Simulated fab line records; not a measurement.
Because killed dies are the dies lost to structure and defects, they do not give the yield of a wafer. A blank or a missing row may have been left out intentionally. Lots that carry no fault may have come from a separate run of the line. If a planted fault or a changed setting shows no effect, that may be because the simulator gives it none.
Matching of chambers | flow nand_harc | NHARC_P_M1_CMP_23 on cmp-01 has 4 sister chambers
The step polishes, t overpolish 20 s, target thk 157.82 nm. 4 wafers are shown with their chamber, then 7 later ones without.

## EACH WAFER AND ITS CHAMBER
wafer  | chamber | motor_current_A (A)
L426.1 | 0       | 13.3
L426.3 | 1       | 11.1
L429.3 | 3       | 11.0
L429.4 | 2       | 10.4

## WAFERS MISSING THEIR CHAMBER
wafer  | motor_current_A (A)
L429.6 | 12.8
L432.1 | 11.5
L432.2 | 10.0
L432.5 | 10.7
L433.1 | 11.1
L433.2 | 12.6
L433.5 | 11.5

## CHAMBER TAKEN BY EACH
wafer  | from the rows above          | in truth
L429.6 | 0                            | 0
L432.1 | can't be placed: 1 or 3 or 2 | 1
L432.2 | can't be placed: 2 or 3 or 1 | 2
L432.5 | can't be placed: 2 or 3 or 1 | 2
L433.1 | can't be placed: 1 or 3 or 2 | 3
L433.2 | can't be placed: 0 or 1      | 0
L433.5 | can't be placed: 1 or 3 or 2 | 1
Correctly placed: 1 of 7. Can't be placed from these rows: 6 (the true chamber is among the candidates in 6). Placed wrongly: 0.
How it was worked out, from the rows above alone: a wafer's distance from a chamber is the root of the sum, over the readings, of the square of ((its reading less the chamber's mean) divided by the reading's scatter). The wafer belongs to the nearest chamber; if the next one is less than 2 further off, it can't be placed. A chamber's mean is the mean of its shown wafers. The scatter: root of mean squared gap, hidden wafer to nearest shown wafer, with one shown wafer a chamber.
